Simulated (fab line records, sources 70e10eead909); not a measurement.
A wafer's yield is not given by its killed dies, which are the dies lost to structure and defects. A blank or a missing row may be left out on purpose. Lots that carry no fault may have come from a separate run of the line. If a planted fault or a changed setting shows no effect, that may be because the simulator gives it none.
Which tool is to blame? || flow nand-harc || 12 lots with 36 wafers sampled at 2 steps, on a route of 1302 steps

## WHAT EACH GAUGE READ, for each wafer
NHARC_P_M0_INSPECT_11.
{"lot": "L075", "measured": "day 6 09:56", "on": "defect-inspect-02", "raw-defect-count": "5 4 5"}
{"lot": "L077", "measured": "day 7 02:27", "on": "defect-inspect-01", "raw-defect-count": "4 3 7"}
{"lot": "L079", "measured": "day 7 23:50", "on": "defect-inspect-01", "raw-defect-count": "3 3 5"}
{"lot": "L081", "measured": "day 9 02:15", "on": "defect-inspect-02", "raw-defect-count": "6 10 15"}
{"lot": "L083", "measured": "day 10 01:23", "on": "defect-inspect-01", "raw-defect-count": "2 1 1"}
{"lot": "L085", "measured": "day 10 16:21", "on": "defect-inspect-01", "raw-defect-count": "3 7 1"}
{"lot": "L087", "measured": "day 11 17:22", "on": "defect-inspect-01", "raw-defect-count": "2 3 1"}
{"lot": "L088", "measured": "day 12 06:58", "on": "defect-inspect-01", "raw-defect-count": "8 4 10"}
{"lot": "L091", "measured": "day 13 02:32", "on": "defect-inspect-01", "raw-defect-count": "5 3 4"}
{"lot": "L092", "measured": "day 13 18:59", "on": "defect-inspect-02", "raw-defect-count": "4 5 4"}
{"lot": "L095", "measured": "day 15 01:35", "on": "defect-inspect-02", "raw-defect-count": "9 4 5"}
{"lot": "L096", "measured": "day 15 16:55", "on": "defect-inspect-02", "raw-defect-count": "3 2 6"}

## WHAT TOOL EACH LOT RAN ON (gives the tool, then ch and the chambers of the sampled wafers, and finally the start)
{"lot": "L075", "NHARC_P_CONTACT_DESCUM_17": "rie-diel-06 ch 0,2,3, day 6 05:49"}
{"lot": "L077", "NHARC_P_CONTACT_DESCUM_17": "rie-diel-04 ch 0,2,3, day 6 22:23"}
{"lot": "L079", "NHARC_P_CONTACT_DESCUM_17": "rie-diel-06 ch 1,2, day 7 19:52"}
{"lot": "L081", "NHARC_P_CONTACT_DESCUM_17": "rie-diel-04 ch 0,2,3, day 8 22:08"}
{"lot": "L083", "NHARC_P_CONTACT_DESCUM_17": "rie-diel-03 ch 0,1,2, day 9 21:10"}
{"lot": "L085", "NHARC_P_CONTACT_DESCUM_17": "rie-diel-03 ch 0,1, day 10 12:04"}
{"lot": "L087", "NHARC_P_CONTACT_DESCUM_17": "rie-diel-04 ch 0,1,2, day 11 13:06"}
{"lot": "L088", "NHARC_P_CONTACT_DESCUM_17": "rie-diel-06 ch 0,2,3, day 12 02:46"}
{"lot": "L091", "NHARC_P_CONTACT_DESCUM_17": "rie-diel-04 ch 0,2,3, day 12 22:31"}
{"lot": "L092", "NHARC_P_CONTACT_DESCUM_17": "rie-diel-03 ch 2,3, day 13 14:53"}
{"lot": "L095", "NHARC_P_CONTACT_DESCUM_17": "rie-diel-06 ch 0,1,2, day 14 21:20"}
{"lot": "L096", "NHARC_P_CONTACT_DESCUM_17": "rie-diel-03 ch 1,3, day 15 12:49"}
- NHARC_P_CONTACT_DESCUM_17: chemistry O2, time 3 s.

## THE ANSWER, worked out from the rows above alone
Rule: the usual values come from the lots themselves. Put in order of their means at a reading, lots are off if they are a third of the lots or fewer, leave a main group of 4 or more, and stand apart from it by a gap of 3 or more times the standard deviation of the main group's means; of several such gaps the widest counts. If all means in a main group match to the digits the tables above print for the reading, that group is not used. A lot without any number at a reading at which 4 lots or more have one is off too. Where the step has rows for the other lots, those lots are counted as sound.
Nothing can be told from this: no lot is off at any reading shown.

## WHAT THE SIMULATOR PUT IN
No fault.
